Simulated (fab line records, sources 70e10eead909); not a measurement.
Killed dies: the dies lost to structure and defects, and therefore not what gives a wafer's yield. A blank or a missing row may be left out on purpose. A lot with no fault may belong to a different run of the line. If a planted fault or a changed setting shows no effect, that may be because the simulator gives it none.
Comparing a struck lot with a sound one :: flow nand-harc :: 24 out of 1159 route steps
Sound: these wafers, L558.2, L558.3, L558.6. The struck wafers were L556.3, L556.5, L556.6. The cause comes at the end.
Each step with rows lists, per side, the tool, then ch with its chambers, then its first start. Under that, the readings that differ: sound wafers :: struck wafers :: difference of the means :: sigmas: that difference in standard deviations of wafers without a fault.
alike: a reading whose means differ by less than 2 such deviations, as well as words and numbers matching on both sides. not compared: withheld readings; readings where some wafer has no value; bounds like >300 that might hide an equal value; numbers whose values overlap and for which the record gives no deviation.
Wherever a step has rows on one side only, a row that says differs or no value, or a row with sigmas, the two part there. Non-overlapping numbers with no deviation appear without sigmas and do not part them. A reading that every wafer of one side lacks parts them only if that side has two wafers or more.

first, 10 steps without rows for these wafers: NHARC_A_CHANNEL_HOLE_D1_DESCUM_15 (chemistry O2, time 3 s); NHARC_A_CHANNEL_HOLE_D1_ETCH_38 (etches the open film in CF4, target depth 39 nm, time 65 s); NHARC_A_CHANNEL_HOLE_D1_ETCH_39 (etches the open film in N2/H2, target depth 260 nm, time 325 s); NHARC_A_CHANNEL_HOLE_D1_ETCH_34 (etches the open film in CF4/CHF3, target depth 154 nm, time 77 s); NHARC_A_CHANNEL_HOLE_D1_ETCH_16 (etches the open film in O2/COS, target depth 3100 nm, time 806 s); NHARC_A_CHANNEL_HOLE_D1_ETCH_19 (etches the open film in C4F8/O2/Ar, time 34.5 s); NHARC_A_CHANNEL_HOLE_D1_ETCH_20 (etches the open film in C4F8/O2/Ar, time 361.9 s, target depth 1600 nm); NHARC_A_CHANNEL_HOLE_D1_ETCH_21 (etches the open film in C4F8/O2/Ar, time 514.3 s, target depth 1600 nm); NHARC_A_CHANNEL_HOLE_D1_ETCH_22 (etches the open film in C4F8/O2/Ar, time 666.7 s, target depth 1600 nm); NHARC_A_CHANNEL_HOLE_D1_ETCH_23 (etches the open film in C4F8/O2/Ar, time 819 s, target depth 1600 nm).
NHARC_A_CHANNEL_HOLE_D1_ETCH_24: etches the open film in C4F8/O2/Ar, time 906.2 s, target depth 1500 nm.
  sound on har-etch-01 ch 0,1, day 14 12:16; struck on har-etch-02 ch 0,1, day 14 00:34
  no value came back on the struck wafers for any of 7 readings (c4f8-flow-sccm (sccm), chamber-pressure-mTorr (mTorr) and others); on the sound wafers c4f8-flow-sccm (sccm) reads 93.7 94.4 94.4
  not compared: rf-hours-counter-h
then, 6 steps without rows for these wafers: NHARC_A_CHANNEL_HOLE_D1_ETCH_25 (etches the open film in C4F8/O2/Ar, time 1040.2 s, target depth 1500 nm); NHARC_A_CHANNEL_HOLE_D1_ETCH_26 (etches the open film in C4F8/O2/Ar, time 224.1 s, target depth 300 nm); NHARC_A_CHANNEL_HOLE_D1_ETCH_33 (etches the open film in C4F8/O2/Ar, time 90 s, target depth 400 nm); NHARC_A_CHANNEL_HOLE_D1_STRIP_41 (strips in N2/H2); NHARC_A_CHANNEL_HOLE_D1_STRIP_42 (strips in CF4/CHF3); NHARC_A_CHANNEL_HOLE_D1_STRIP_43 (strips in O2/COS).
NHARC_A_CHANNEL_HOLE_D1_ETCH_44: etches the open film in CF4/O2, target depth 140 nm, overetch 14 nm, time 77 s.
  sound on rie-diel-11 ch 0,2,3, day 14 14:47; struck on rie-diel-09 ch 0,3, day 14 02:55
reading: model.A_CHANNEL_HOLE_D1.cd-nm (nm)
sound: 91.3 90.78 90.28
struck: 100.1 96.72 99.65
difference: +8.0
sigmas: 
  alike: bias-w, cf4-flow-sccm, drypump-motor-current-A, oes-product-au, rf-fwd-power-W, rf-vpp-V, showerhead-plenum-p-Torr, throttle-valve-pct
  not compared: rf-hours-counter-h
then, 3 steps without rows for these wafers: NHARC_A_CHANNEL_HOLE_D1_STRIP_27 (strips in O2); NHARC_A_CHANNEL_HOLE_D1_PRECLEAN_28 (cleans in SC1); NHARC_A_CHANNEL_HOLE_D1_SRD_29.
NHARC_A_CHANNEL_HOLE_D1_CD_MEAS_30:
  sound on cd-sem-03, day 14 15:35; struck on cd-sem-01, day 14 03:43
reading: cd-nm (nm)
sound: 91.4 91.1 90.1
struck: -0.1 1.4 0.1
difference: -90.4
sigmas: -99 or more
NHARC_A_CHANNEL_HOLE_D1_XSEM_31:
  sound on xsem-02 ch 0, day 14 15:41; struck on xsem-01 ch 0, day 14 03:49
reading: bot-cd-nm (nm)
sound: 75.6 75.9 74.4
struck: 0.5 1.8 0.7
difference: -74.3
sigmas: -76

reading: bow-nm (nm)
sound: 8.69 8.71 8.78
struck: 0.91 0.91 0.91
difference: -7.82
sigmas: -30
  alike: tilt-deg
-- the record jumps here: 11 days lie between the struck wafers' starts before and after (it left off in module A_CHANNEL_HOLE_D1 and takes up again in module END, whose first step shown is number 1159 of the route) --
NHARC_END_SORT_01:
  here the record holds rows for the struck wafers (prober-01 ch 0, day 24 17:17) but none for the sound ones

## WHERE THEY PART
First at NHARC_A_CHANNEL_HOLE_D1_ETCH_24; last, within this record, at NHARC_END_SORT_01.

WHY: what had been put in by the simulator
Entire step skipped (har-etch-02, NHARC_A_CHANNEL_HOLE_D1_ETCH_24), from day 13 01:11 onward. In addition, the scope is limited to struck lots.
